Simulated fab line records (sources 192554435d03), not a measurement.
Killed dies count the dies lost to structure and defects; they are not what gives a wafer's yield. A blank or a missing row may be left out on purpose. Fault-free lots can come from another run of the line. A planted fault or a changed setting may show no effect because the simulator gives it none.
Chamber matching + flow n5Finfet + N5_BEOL_M1_STRIP_19 on rieDiel-04 has 4 sister chambers
The step strips in O2. 33 wafers are shown with their chamber, then 12 later ones without.

== WAFERS, EACH WITH ITS CHAMBER ==
| wafer  | chamber | drypumpMotorCurrentA (A) | showerheadPlenumPTorr (Torr) | throttleValvePct (%) |
|--------|---------|--------------------------|------------------------------|----------------------|
| L076.1 | 2       | 6.4                      | 2.00                         | 16.88                |
| L076.2 | 0       | 6.5                      | 2.15                         | 16.79                |
| L076.3 | 1       | 5.6                      | 2.13                         | 16.68                |
| L076.4 | 3       | 5.4                      | 2.14                         | 16.55                |
| L076.5 | 1       | 5.6                      | 2.13                         | 16.67                |
| L076.6 | 0       | 6.5                      | 2.15                         | 16.80                |
| L079.1 | 2       | 6.5                      | 2.00                         | 16.89                |
| L079.2 | 1       | 5.6                      | 2.13                         | 16.68                |
| L079.3 | 0       | 6.5                      | 2.15                         | 16.81                |
| L079.4 | 3       | 5.4                      | 2.14                         | 16.57                |
| L079.5 | 0       | 6.5                      | 2.15                         | 16.80                |
| L079.6 | 3       | 5.4                      | 2.14                         | 16.56                |
| L082.1 | 0       | 6.5                      | 2.15                         | 16.82                |
| L082.3 | 1       | 5.6                      | 2.12                         | 16.69                |
| L082.4 | 2       | 6.5                      | 2.00                         | 16.91                |
| L083.4 | 3       | 5.4                      | 2.14                         | 16.58                |
| L083.5 | 1       | 5.6                      | 2.12                         | 16.69                |
| L083.6 | 0       | 6.5                      | 2.15                         | 16.81                |
| L087.1 | 1       | 5.6                      | 2.12                         | 16.71                |
| L087.2 | 2       | 6.4                      | 2.00                         | 16.93                |
| L087.3 | 0       | 6.5                      | 2.14                         | 16.84                |
| L087.4 | 2       | 6.5                      | 2.00                         | 16.92                |
| L087.5 | 0       | 6.5                      | 2.14                         | 16.82                |
| L087.6 | 1       | 5.6                      | 2.12                         | 16.72                |
| L089.3 | 1       | 5.5                      | 2.12                         | 16.73                |
| L089.4 | 2       | 6.5                      | 2.00                         | 16.92                |
| L089.5 | 0       | 6.5                      | 2.14                         | 16.82                |
| L091.1 | 0       | 6.5                      | 2.14                         | 16.85                |
| L091.2 | 2       | 6.5                      | 1.99                         | 16.94                |
| L091.3 | 1       | 5.6                      | 2.12                         | 16.75                |
| L091.4 | 2       | 6.4                      | 1.99                         | 16.94                |
| L091.5 | 1       | 5.6                      | 2.12                         | 16.73                |
| L091.6 | 0       | 6.5                      | 2.14                         | 16.84                |

SIGNATURES (means of the wafers above)
| reading               | chamber 0 | chamber 1 | chamber 2 | chamber 3 | scatter within a chamber |
|-----------------------|-----------|-----------|-----------|-----------|--------------------------|
| drypumpMotorCurrentA  | 6.500     | 5.590     | 6.463     | 5.400     | 0.0309                   |
| showerheadPlenumPTorr | 2.1455    | 2.1230    | 1.9975    | 2.1400    | 0.00467                  |
| throttleValvePct      | 16.8182   | 16.7050   | 16.9163   | 16.5650   | 0.0219                   |
Rule: distance of a wafer from a chamber = root of the sum over the readings of ((wafer's reading minus chamber's mean) / reading's scatter) squared. The wafer belongs to the nearest chamber; if the next one is less than 2 further off, it can't be placed. How the scatter is found: for the shown wafers, subtract from each reading the mean of its chamber, square and add these, divide the total by (wafers less chambers), then take the root.

== WAFERS WITH NO CHAMBER GIVEN ==
| wafer  | drypumpMotorCurrentA (A) | showerheadPlenumPTorr (Torr) | throttleValvePct (%) |
|--------|--------------------------|------------------------------|----------------------|
| L092.1 | 5.6                      | 2.12                         | 16.72                |
| L092.2 | 6.5                      | 1.99                         | 16.95                |
| L092.3 | 6.5                      | 2.14                         | 16.84                |
| L092.4 | 5.6                      | 2.12                         | 16.72                |
| L092.5 | 6.4                      | 1.99                         | 16.94                |
| L092.6 | 6.5                      | 2.14                         | 16.83                |
| L094.2 | 5.5                      | 2.12                         | 16.74                |
| L094.3 | 5.4                      | 2.13                         | 16.08                |
| L094.5 | 5.4                      | 2.13                         | 16.08                |
| L096.2 | 5.6                      | 2.12                         | 16.74                |
| L096.3 | 6.5                      | 1.99                         | 16.96                |
| L096.6 | 5.4                      | 2.13                         | 16.08                |

== WHICH CHAMBER EACH WENT THROUGH ==
| wafer  | from the rows above | in truth |
|--------|---------------------|----------|
| L092.1 | 1                   | 1        |
| L092.2 | 2                   | 2        |
| L092.3 | 0                   | 0        |
| L092.4 | 1                   | 1        |
| L092.5 | 2                   | 2        |
| L092.6 | 0                   | 0        |
| L094.2 | 1                   | 1        |
| L094.3 | 3                   | 3        |
| L094.5 | 3                   | 3        |
| L096.2 | 1                   | 1        |
| L096.3 | 2                   | 2        |
| L096.6 | 3                   | 3        |
Correctly placed: 12 of 12. Left unplaced by these rows: 0. 0 placed wrongly.
